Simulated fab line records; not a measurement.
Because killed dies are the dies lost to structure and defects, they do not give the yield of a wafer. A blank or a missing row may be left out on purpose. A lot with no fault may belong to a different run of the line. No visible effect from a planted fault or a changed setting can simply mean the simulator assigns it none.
fab line records	flow n5_finfet
record: lots: 8	wafers: 20	last_day: 16
route steps=1938 shown BEOL_M13@1671 BEOL_M15@1830 PASSIVATION@1936
lots that met no fault: from a run of the same line without faults
start_h: start of the lot's first displayed wafer, in hours after the record's first day	wait_h: time in hours since the lot's previous step	" unchanged from the row above	L1.1+2: several wafers, shown together as one row	- no value, or no start was given	* or withheld: withheld	< > ~ a bound
route shown NAME@n: NAME is a module with steps in the file, n the number in the route of the first one	usual: average and standard deviation across the fault-free wafers	same: alike in all rows	chamber/n: place in a boat	sites: readings site by site	_std_site: the values' standard deviation	_edge_site: inner sites' mean taken away from outer sites' mean	radius_mm: how far each site lies from the wafer's centre	mask NAME#n: copy n	behind: the last tool/chamber to shape the wafer	hold: why the lot was held/for how many hours/how that ended	device: the n, p or np transistor that did not switch	end of line: tests run on the same wafers once the route is complete	a step given without rows: its recipe and nothing more	killed: at the first sort, the dies lost to defects and structure; wafer yield is something else	map: a wafer's dies, x killed, . not, _ none there
set.NAME: the setting as run; set.NAME@STEP: as run at that earlier step	model.NAME: the simulator's own value behind a step, which no gauge read
one table for each step of the route and one row for each wafer, over a sample of lots
services: the hour from which a tool's chamber was out of use, counted from the record's first day as start_h (under 0 if before that day), plus the number of hours and why
== steps ==
step: N5_BEOL_M13_INSPECT_12
recipe: mode: adi	inspect_instrument: macro
usual: raw_defect_count: 1.9/1.3
lot.wafer	tool	chamber	start_h	wait_h	raw_defect_count
L557.3	defect_inspect-02	-	262.00	0.0	3
L557.5	"	-	"	"	3
L556.1	defect_inspect-02	-	265.06	0.0	1
L556.2	"	-	"	"	3
L560.4	defect_inspect-02	-	283.23	0.0	3
L560.5	"	-	"	"	3
L561.2	defect_inspect-01	-	285.01	0.0	1
L561.3	"	-	"	"	0
L561.6	"	-	"	"	2
L562.2	defect_inspect-02	-	289.31	0.0	2
L562.5	"	-	"	"	2
L567.1	defect_inspect-01	-	333.06	0.0	3
L567.3	"	-	"	"	3
L567.5	"	-	"	"	1
L568.2	defect_inspect-02	-	333.64	0.0	1
L568.5	"	-	"	"	3
L568.6	"	-	"	"	0
L573.4	defect_inspect-02	-	363.11	0.0	3
L573.5	"	-	"	"	2
L573.6	"	-	"	"	1
step: N5_BEOL_M13_STRIP_63
recipe: chemistry: N2/H2	power_w: 1000	temp_c: 250	h2_frac: 0.65	overash_fraction: 0.3	pressure_mtorr: 1000	n2_flow_sccm: 1750	h2_flow_sccm: 3250
usual: chamber_pressure_mTorr: 999.9/0.96	drypump_motor_current_A: 5.9/0.63	heater_power_w: 388/28	oes_product_au: 0.675/0.0049	strip_time_to_endpoint_s: 28.1/1.1
lot.wafer	tool	chamber	start_h	wait_h	chamber_pressure_mTorr	drypump_motor_current_A	heater_power_w	oes_product_au	rf_hours_counter_h	strip_time_to_endpoint_s
L557.3	plasma_asher-01	0	262.66	-	1001.6	5.1	406	0.675	-	28.8
L557.5	"	1	"	"	999.3	6.4	390	0.673	-	26.9
L556.1	plasma_asher-02	1	265.41	-	998.7	5.9	330	0.675	121	27.8
L556.2	"	0	"	"	1001.9	6.8	402	0.668	121	28.1
L560.4	plasma_asher-01	0	283.61	-	998.5	5.1	424	0.684	-	28.4
L560.5	"	1	"	"	998.3	6.3	383	0.675	-	28.2
L561.2	plasma_asher-01	0	285.36	-	1000.3	5.1	412	0.676	81	29.0
L561.3	"	0	"	"	999.3	5.1	412	0.679	-	30.0
L561.6	"	1	"	"	1000.2	6.3	392	0.676	-	27.9
L562.2	plasma_asher-01	0	289.67	-	999.7	5.1	403	0.674	83	29.2
L562.5	"	1	"	"	998.7	6.3	388	0.678	-	28.4
L567.1	plasma_asher-01	0	333.41	-	998.9	5.1	402	0.685	91	30.9
L567.3	"	1	"	"	1000.5	6.4	392	0.676	-	29.5
L567.5	"	0	"	"	999.2	5.1	409	0.672	-	29.4
L568.2	plasma_asher-02	1	334.08	-	999.1	5.9	336	0.668	133	26.5
L568.5	"	1	"	"	1000.3	5.9	323	0.665	-	27.6
L568.6	"	0	"	"	999.7	6.7	410	0.672	-	25.4
L573.4	plasma_asher-02	1	363.53	-	999.7	5.9	331	0.669	-	27.6
L573.5	"	0	"	"	999.6	6.7	399	0.670	-	26.7
L573.6	"	1	"	"	999.1	5.9	321	0.676	-	27.1
step: N5_BEOL_M13_TRENCH_ETCH_34
recipe: chemistry: C4F8/O2/Ar	target: SiOC	target_depth_a: 4134.7	mask_material: SOC	pressure_mtorr: 30	source_w: 3000	bias_w: 700	Ar_flow_sccm: 400	C4F8_flow_sccm: 15	O2_flow_sccm: 8	he_inner_torr: 15	he_outer_torr: 30	time_s: 162.6	ion_energy_ev: 250
usual: chamber_pressure_mTorr: 30.002/0.028	drypump_motor_current_A: 5.5/0.54	oes_product_au: 0.81/0.094	rf_vpp_V: 666/4.1	showerhead_plenum_p_Torr: 3.43/0.14	throttle_valve_pct: 24.22/0.24
lot.wafer	tool	chamber	start_h	wait_h	chamber_pressure_mTorr	drypump_motor_current_A	oes_product_au	rf_hours_counter_h	rf_vpp_V	showerhead_plenum_p_Torr	throttle_valve_pct
L557.3	rie_diel-06	0	263.79	0.0	30.017	6.3	0.69	245	660	3.23	24.63
L557.5	"	0	"	"	29.983	6.3	0.69	-	660	3.23	24.63
L556.1	rie_diel-02	2	266.61	0.0	30.013	5.6	0.81	104	664	3.30	24.21
L556.2	"	1	"	"	29.998	5.5	0.97	1	664	3.37	24.31
L560.4	rie_diel-03	2	284.61	0.0	29.984	5.3	0.81	87	663	3.32	24.35
L560.5	"	0	"	"	30.009	6.0	0.67	-	666	3.53	24.13
L561.2	rie_diel-03	1	286.59	0.0	29.984	5.0	0.82	71	670	3.60	24.00
L561.3	"	2	"	"	29.977	5.3	0.81	87	662	3.32	24.36
L561.6	"	1	"	"	30.046	5.0	0.84	-	669	3.60	23.97
L562.2	rie_diel-06	1	290.90	0.0	29.957	5.4	0.77	136	669	3.58	24.18
L562.5	"	1	"	"	29.995	5.4	0.76	-	670	3.58	24.21
L567.1	rie_diel-03	3	334.58	0.0	30.002	6.5	0.92	19	671	3.58	23.74
L567.3	"	2	"	"	30.066	5.3	0.79	101	663	3.31	24.35
L567.5	"	2	"	"	30.036	5.3	0.78	-	661	3.31	24.35
L568.2	rie_diel-03	2	335.39	0.0	29.964	5.3	0.79	102	663	3.31	24.36
L568.5	"	3	"	"	29.971	6.5	0.95	-	671	3.58	23.75
L568.6	"	2	"	"	30.013	5.3	0.79	-	663	3.31	24.38
L573.4	rie_diel-06	0	364.53	0.0	30.045	6.2	0.92	19	670	3.61	24.35
L573.5	"	3	"	"	29.971	4.8	0.78	-	665	3.37	24.09
L573.6	"	0	"	"	30.028	6.2	0.93	-	671	3.61	24.34
step: N5_BEOL_M13_OCD_MEAS_35
usual: trench_depth_nm: 413/6
lot.wafer	tool	chamber	start_h	wait_h	trench_depth_nm
L557.3	ocd-01	-	263.98	0.0	403
L557.5	"	-	"	"	402
L556.1	ocd-02	-	266.78	0.0	414
L556.2	"	-	"	"	418
L560.4	ocd-01	-	284.79	0.0	418
L560.5	"	-	"	"	404
L561.2	ocd-01	-	286.76	0.0	416
L561.3	"	-	"	"	416
L561.6	"	-	"	"	419
L562.2	ocd-01	-	291.14	0.0	414
L562.5	"	-	"	"	413
L567.1	ocd-02	-	334.76	0.0	414
L567.3	"	-	"	"	413
L567.5	"	-	"	"	307
L568.2	ocd-01	-	335.56	0.0	310
L568.5	"	-	"	"	315
L568.6	"	-	"	"	414
L573.4	ocd-01	-	364.71	0.0	422
L573.5	"	-	"	"	415
L573.6	"	-	"	"	424
step: N5_BEOL_M13_ANNEAL_48
recipe: temp_c: 225	time_s: 90	ambient: N2
usual: wafer_temp_C_max: 226.05/0.27
lot.wafer	tool	chamber	start_h	wait_h	wafer_temp_C_max
L557.3	rtp_anneal-01	0	264.96	0.2	225.69
L557.5	"	0	"	"	225.89
L556.1	rtp_anneal-01	0	270.08	0.1	225.52
L556.2	"	0	"	"	226.49
L560.4	rtp_anneal-01	0	286.96	0.2	226.18
L560.5	"	0	"	"	226.24
L561.2	rtp_anneal-02	0	288.66	0.2	225.74
L561.3	"	0	"	"	226.55
L561.6	"	0	"	"	226.15
L562.2	rtp_anneal-01	0	292.47	0.2	225.80
L562.5	"	0	"	"	225.85
L567.1	rtp_anneal-01	0	336.31	0.2	225.95
L567.3	"	0	"	"	226.06
L567.5	"	0	"	"	225.94
L568.2	rtp_anneal-01	0	337.72	0.2	226.52
L568.5	"	0	"	"	226.00
L568.6	"	0	"	"	225.66
L573.4	rtp_anneal-02	0	367.10	0.3	225.98
L573.5	"	0	"	"	226.13
L573.6	"	0	"	"	225.78
step: N5_BEOL_M13_THK_MEAS_50
recipe: thk_meas_gauge: xrf	reads: Cu_of_BEOL_M13_ECD_47
usual: M13_THK: 432/7.1
lot.wafer	tool	chamber	start_h	wait_h	M13_THK[nm]
L557.3	film_metro-02	-	265.48	-	417
L557.5	"	-	"	"	418
L556.1	film_metro-01	-	270.67	-	434
L556.2	"	-	"	"	441
L560.4	film_metro-01	-	287.42	-	445
L560.5	"	-	"	"	433
L561.2	film_metro-01	-	289.26	-	436
L561.3	"	-	"	"	434
L561.6	"	-	"	"	442
L562.2	film_metro-02	-	293.02	-	435
L562.5	"	-	"	"	431
L567.1	film_metro-02	-	336.91	-	438
L567.3	"	-	"	"	432
L567.5	"	-	"	"	323
L568.2	film_metro-02	-	338.28	-	322
L568.5	"	-	"	"	324
L568.6	"	-	"	"	424
L573.4	film_metro-02	-	367.56	-	440
L573.5	"	-	"	"	428
L573.6	"	-	"	"	440
step: N5_BEOL_M13_RS_MEAS_54
recipe: thk_meas_gauge: four-point-probe	reads: Cu_of_BEOL_M13_ECD_47+Ta_of_BEOL_M13_SPUTTER_44+TaN_of_BEOL_M13_SPUTTER_43
usual: M13_RS: 0.0449/0.00069
lot.wafer	tool	chamber	start_h	wait_h	M13_RS[ohm/sq]
L557.3	film_metro-02	-	265.61	0.1	0.0458
L557.5	"	-	"	"	0.0458
L556.1	film_metro-02	-	270.80	0.0	0.0449
L556.2	"	-	"	"	0.0443
L560.4	film_metro-01	-	287.54	0.0	0.0442
L560.5	"	-	"	"	0.0456
L561.2	film_metro-01	-	289.39	0.1	0.0445
L561.3	"	-	"	"	0.0447
L561.6	"	-	"	"	0.0440
L562.2	film_metro-01	-	293.18	0.1	0.0445
L562.5	"	-	"	"	0.0445
L567.1	film_metro-02	-	337.04	0.0	0.0447
L567.3	"	-	"	"	0.0450
L567.5	"	-	"	"	0.0604
L568.2	film_metro-02	-	338.40	0.1	0.0604
L568.5	"	-	"	"	0.0596
L568.6	"	-	"	"	0.0449
L573.4	film_metro-01	-	367.72	0.1	0.0439
L573.5	"	-	"	"	0.0449
L573.6	"	-	"	"	0.0437
step: N5_BEOL_M15_RC_MEAS_101
usual: COMB_M10: 1.4e-11/3.5e-12	COMB_M11: 1.5e-11/3.1e-12	COMB_M12: 6.6e-12/1.4e-12	COMB_M12_max_site: 9.5e-12/2.2e-12	COMB_M14: 3.8e-12/7.3e-13	COMB_M15: 2.7e-12/5.5e-13	COMB_M5: 3.7e-11/7.9e-12	COMB_M6: 2.5e-11/5.5e-12	COMB_M7: 2.6e-11/5.2e-12	COMB_M8: 2.6e-11/5.4e-12	COMB_M9: 1.44e-11/2.6e-12	COMB_M9_max_site: 2.1e-11/5.3e-12	SERP_M10: 3.08/0.12	SERP_M10_max_site: 3.17/0.13	SERP_M11: 3.14/0.11	SERP_M12: 0.632/0.021	SERP_M13: 0.306/0.0072	SERP_M13_max_site: 0.309/0.0074	SERP_M14: 0.159/0.0057	SERP_M5: 40.1/2.1	SERP_M6: 13.8/0.67	SERP_M7: 14.1/0.79	SERP_M8: 13.7/0.77	SERP_M9: 3.10/0.092
lot.wafer	tool	chamber	start_h	wait_h	COMB_M10[S/m]	COMB_M11[S/m]	COMB_M12[S/m]	COMB_M12_max_site[S/m]	COMB_M14[S/m]	COMB_M15[S/m]	COMB_M5[S/m]	COMB_M6[S/m]	COMB_M7[S/m]	COMB_M8[S/m]	COMB_M9[S/m]	COMB_M9_max_site[S/m]	SERP_M10[ohm/um]	SERP_M10_max_site[ohm/um]	SERP_M11[ohm/um]	SERP_M12[ohm/um]	SERP_M13[ohm/um]	SERP_M13_max_site[ohm/um]	SERP_M14[ohm/um]	SERP_M5[ohm/um]	SERP_M6[ohm/um]	SERP_M7[ohm/um]	SERP_M8[ohm/um]	SERP_M9[ohm/um]
L557.3	prober-01	0	278.66	0.3	1.6e-11	1e-11	5.8e-12	9.4e-12	3.6e-12	2e-12	4e-11	2.2e-11	1.8e-11	3.6e-11	1.34e-11	2.6e-11	3.03	3.13	3.32	0.647	0.312	0.313	0.172	41.0	13.5	13.5	13.0	3.18
L557.5	"	0	"	"	1.7e-11	2.5e-11	5.8e-12	1.04e-11	3.9e-12	3.2e-12	3.1e-11	1.9e-11	2.7e-11	3.6e-11	1.07e-11	2.1e-11	3.07	3.13	3.20	0.673	0.312	0.316	0.170	43.1	13.4	15.3	13.4	3.16
L556.1	prober-01	0	282.36	0.0	1.1e-11	1.3e-11	5.8e-12	7.9e-12	4e-12	1.9e-12	3.5e-11	2e-11	2.7e-11	2.1e-11	1.28e-11	2.2e-11	2.95	3.02	3.07	0.608	0.304	0.307	0.154	40.2	13.3	12.9	13.6	3.23
L556.2	"	0	"	"	8e-12	1.9e-11	9.7e-12	1.26e-11	3.4e-12	2.4e-12	3e-11	2.2e-11	2.7e-11	2.2e-11	1.38e-11	2e-11	3.25	3.31	3.09	0.628	0.303	0.306	0.170	36.8	13.9	15.7	13.0	3.17
L560.4	prober-02	0	299.95	0.5	1.6e-11	2e-11	9.6e-12	1.16e-11	4.8e-12	2.5e-12	1.9e-11	3.4e-11	2.4e-11	3.4e-11	1.56e-11	1.9e-11	3.22	3.26	3.04	0.645	0.305	0.307	0.158	41.8	13.3	14.3	13.6	3.00
L560.5	"	0	"	"	1.1e-11	1.2e-11	1e-11	1.37e-11	4.6e-12	2.5e-12	2.8e-11	2.8e-11	2.6e-11	2.1e-11	1.37e-11	1.7e-11	3.22	3.26	3.13	0.649	0.309	0.312	0.160	42.1	14.1	15.3	13.0	3.04
L561.2	prober-02	0	301.93	0.2	1.5e-11	1.3e-11	5.5e-12	8.8e-12	4e-12	3e-12	3.1e-11	2.6e-11	2.1e-11	2.3e-11	1.26e-11	1.8e-11	3.13	3.22	3.14	0.636	0.305	0.305	0.162	37.6	14.7	14.3	13.5	3.07
L561.3	"	0	"	"	1.3e-11	1.2e-11	6.3e-12	9.3e-12	4.4e-12	2.4e-12	3.2e-11	2.3e-11	2.5e-11	3.9e-11	1.27e-11	1.9e-11	3.08	3.20	3.11	0.612	0.316	0.317	0.162	40.3	13.7	14.2	13.8	3.01
L561.6	"	0	"	"	1.7e-11	1.4e-11	5.5e-12	6.9e-12	3.5e-12	2.6e-12	2.7e-11	3.6e-11	2.4e-11	2.2e-11	1.56e-11	2e-11	3.07	3.16	3.18	0.649	0.301	0.306	0.148	40.9	14.1	15.2	13.2	3.09
L562.2	prober-02	0	307.66	0.2	1.2e-11	1.7e-11	6.9e-12	8.3e-12	3.3e-12	3.4e-12	3.4e-11	2.4e-11	2.7e-11	2.4e-11	1.41e-11	1.9e-11	3.07	3.13	3.21	0.645	0.298	0.303	0.158	40.6	13.9	14.0	12.8	3.02
L562.5	"	0	"	"	1.5e-11	1.5e-11	7.6e-12	1.02e-11	4.4e-12	4.3e-12	4.2e-11	1.7e-11	1.9e-11	4e-11	1.33e-11	2e-11	3.01	3.08	3.16	0.637	0.299	0.301	0.159	40.9	13.3	14.3	12.9	2.96
L567.1	prober-01	0	348.37	0.0	1e-11	2e-11	4.8e-12	7.1e-12	3.5e-12	2.1e-12	2.7e-11	2.2e-11	4e-11	3.1e-11	1.6e-11	3.3e-11	3.14	3.23	3.24	0.613	0.306	0.308	0.167	41.1	14.3	14.0	13.3	3.17
L567.3	"	0	"	"	9e-12	1.7e-11	3.5e-12	6.3e-12	3.6e-12	2.2e-12	3.2e-11	2.7e-11	2.5e-11	1.8e-11	1.35e-11	2.2e-11	3.15	3.19	3.10	0.645	0.309	0.311	0.153	39.3	13.9	15.5	14.2	2.95
L567.5	"	0	"	"	1.4e-11	1.2e-11	6.1e-12	9.9e-12	3e-12	2.8e-12	2.7e-11	3.1e-11	2.2e-11	2.2e-11	1.54e-11	2.1e-11	3.39	3.53	3.36	0.656	0.418	0.422	0.153	40.5	13.1	16.1	15.6	3.12
L568.2	prober-02	0	349.24	0.2	1.7e-11	1.5e-11	5.4e-12	8.3e-12	3.4e-12	2.9e-12	2.7e-11	2.4e-11	2.4e-11	3.9e-11	1.44e-11	2.2e-11	2.89	2.91	3.16	0.624	0.412	0.415	0.174	39.6	14.2	15.0	13.0	3.08
L568.5	"	0	"	"	1.9e-11	1.7e-11	7.9e-12	1.03e-11	4.3e-12	3.1e-12	3.3e-11	2.5e-11	2.3e-11	2.3e-11	1.49e-11	1.8e-11	2.96	3.08	3.06	0.618	0.412	0.416	0.175	39.7	13.9	14.5	12.8	2.93
L568.6	"	0	"	"	2.2e-11	1.1e-11	8.1e-12	1.13e-11	5e-12	4.1e-12	3.8e-11	2.3e-11	2.5e-11	2.4e-11	1.8e-11	2.2e-11	2.97	3.09	3.33	0.623	0.311	0.314	0.163	40.3	14.0	14.9	13.2	3.05
L573.4	prober-01	0	380.93	0.5	1.1e-11	1.2e-11	6.2e-12	9.2e-12	3.1e-12	2.7e-12	2.9e-11	2.2e-11	2e-11	3e-11	1.54e-11	2.2e-11	3.26	3.37	3.07	0.643	0.292	0.294	0.151	39.2	14.9	14.4	13.5	3.24
L573.5	"	0	"	"	1.4e-11	1.5e-11	6.9e-12	1.1e-11	2.9e-12	3.1e-12	2.3e-11	1.2e-11	2.5e-11	2.4e-11	1.39e-11	2.3e-11	2.91	3.00	3.27	0.633	0.309	0.312	0.158	38.9	15.3	14.3	13.3	2.98
L573.6	"	0	"	"	1.5e-11	1.3e-11	7.2e-12	8.6e-12	4.4e-12	2.7e-12	4.3e-11	1.7e-11	1.9e-11	2.7e-11	1.52e-11	2.7e-11	2.97	3.07	3.16	0.620	0.291	0.293	0.157	42.9	14.8	13.6	13.4	3.15
sites SERP_M13 radius_mm=0,75,75,75,75,140,140,140,140
L557.3 0.309 0.313 0.312 0.312 0.311 0.311 0.312 0.308 0.312
L556.1 0.306 0.307 0.304 0.304 0.304 0.299 0.301 0.303 0.302
L560.4 0.305 0.302 0.304 0.303 0.307 0.303 0.307 0.305 0.306
L561.2 0.303 0.305 0.305 0.305 0.302 0.305 0.301 0.302 0.305
L562.2 0.294 0.298 0.298 0.298 0.295 0.297 0.303 0.298 0.300
L567.1 0.306 0.304 0.308 0.308 0.305 0.305 0.308 0.307 0.306
L568.2 0.415 0.415 0.415 0.415 0.412 0.409 0.406 0.408 0.411
L573.4 0.291 0.292 0.291 0.293 0.293 0.290 0.294 0.293 0.290
step: N5_PASSIVATION_PROBE_49
usual: defect_limited_yield: 91.2/1.4	killed_at_M0_to_M3: 32/9.3	killed_at_M4_up: 14/4.9	killed_at_contacts: 15/7.5	killed_at_front_end: 40/11	killed_at_other: 4/3.3	killed_dies: 104/17	killed_open: 68/14	killed_short: 33/7.9	sort_bin_5_function: 5.2/0.99	sort_bin_6_memory: 3.2/0.65	sort_bin_8_speed: 0.03/0.19	sort_n_pass: 1076/17	sort_yield_pct: 91.1/1.5
same: gross_dies: 1180	killed_at_back_side: 0	sort_bin_4_leakage[%]: 0
lot.wafer	tool	chamber	start_h	wait_h	defect_limited_yield[%]	killed_at_M0_to_M3	killed_at_M4_up	killed_at_contacts	killed_at_front_end	killed_at_other	killed_dies	killed_open	killed_short	sort_bin_5_function[%]	sort_bin_6_memory[%]	sort_bin_8_speed[%]	sort_n_pass	sort_yield_pct[%]
L567.3	prober-02	-	363.35	0.1	92.5	19	22	8	36	4	89	60	27	4.7	2.3	0	1091	92.5
L568.5	prober-01	-	366.06	0.2	86.8	25	14	14	44	59	156	64	33	10.5	2.1	0.08	1024	86.8
killed by level:class
L567.3 BEOL_M4:geometric_particle:open=13 FIN_SAQP:geometric_particle:open=9 BEOL_M0_SAQP:geometric_particle:open=8 MOL_CONTACT_COAG:geometric_particle:open=7 STI_FIN_REVEAL:geometric_particle:open=6 FIN_SAQP:geometric_particle:short=3 BEOL_M4:geometric_particle:short=3 MIM_TOP_ETCH:geometric_particle:short=3
L568.5 PASSIVATION:area_etch=57 STI_FIN_REVEAL:geometric_particle:open=13 MOL_CONTACT_COAG:geometric_particle:open=11 BEOL_M0_SAQP:geometric_particle:open=9 BEOL_M4:geometric_particle:open=9 BEOL_M0_SAQP:geometric_particle:short=8 GATE_CUT:geometric_particle:short=7 DUMMY_GATE:geometric_particle:open=6
== services ==
tool	chamber	start_h	hours	kind
plasma_asher-02	-	242.04	4.9	repair
rie_diel-03	3	257.80	-	clean
rie_diel-03	3	257.80	-	consumable_replace:focus_ring
rie_diel-03	3	257.80	-	consumable_replace:showerhead
rie_diel-03	3	257.80	16.7	scheduled_down
rie_diel-03	3	257.80	16.7	vent_cycle
rie_diel-06	2	262.16	-	clean
rie_diel-06	2	262.16	-	consumable_replace:focus_ring
rie_diel-06	2	262.16	25.1	scheduled_down
plasma_asher-02	-	262.95	1.5	repair
rie_diel-03	0	274.83	3.8	repair
rie_diel-06	3	276.39	6.5	repair
rie_diel-02	3	277.39	11.6	repair
rie_diel-06	3	289.56	18.8	repair
rie_diel-02	3	297.64	18.1	repair
rie_diel-02	1	303.65	4.8	repair
rie_diel-06	1	313.27	20.2	repair
rie_diel-02	0	320.60	12.9	repair
rie_diel-03	2	336.02	2.5	repair
plasma_asher-02	-	340.14	0.5	repair
plasma_asher-02	-	345.03	0.8	repair
rtp_anneal-01	-	352.85	9.3	pm
rie_diel-03	1	354.76	13.3	repair
rie_diel-03	0	362.06	14.1	repair
== key ==
first_sign: step: N5_BEOL_M13_OCD_MEAS_35	reading: trench_depth_nm	direction: down	sigmas: 17	usual: 413	struck: 310
effect: step: N5_BEOL_M13_THK_MEAS_50	reading: M13_THK	direction: down	sigmas: 15	usual: 432	struck: 323
effect: step: N5_BEOL_M13_RS_MEAS_54	reading: M13_RS	direction: up	sigmas: 22	usual: 0.0449	struck: 0.0601
effect: step: N5_BEOL_M15_RC_MEAS_101	reading: SERP_M13	direction: up	sigmas: 15	usual: 0.306	struck: 0.414
met_at N5_BEOL_M13_TRENCH_ETCH_34
struck_lots L567,L568
struck_wafers L567.5,L568.2,L568.5
baseline_loss: step: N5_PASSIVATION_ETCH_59	wafers: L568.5
not_acting_at N5_BEOL_M13_INSPECT_12,N5_BEOL_M13_STRIP_63,N5_BEOL_M13_ANNEAL_48
onset_between 286.59 334.58
fault: kind: process_parameter_drift	tool: rie_diel-03	chamber: -	onset_h: 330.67	steps: N5_BEOL_M13_TRENCH_ETCH_34	channel: time_s	offset: *	shape: step	end_h: 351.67	scope: struck_wafers_only	acts_in: *	stated: *
baseline_loss: these wafers lose ten dies or more at that step, a loss of the line's own and not of a fault; the sort's usual values leave them out
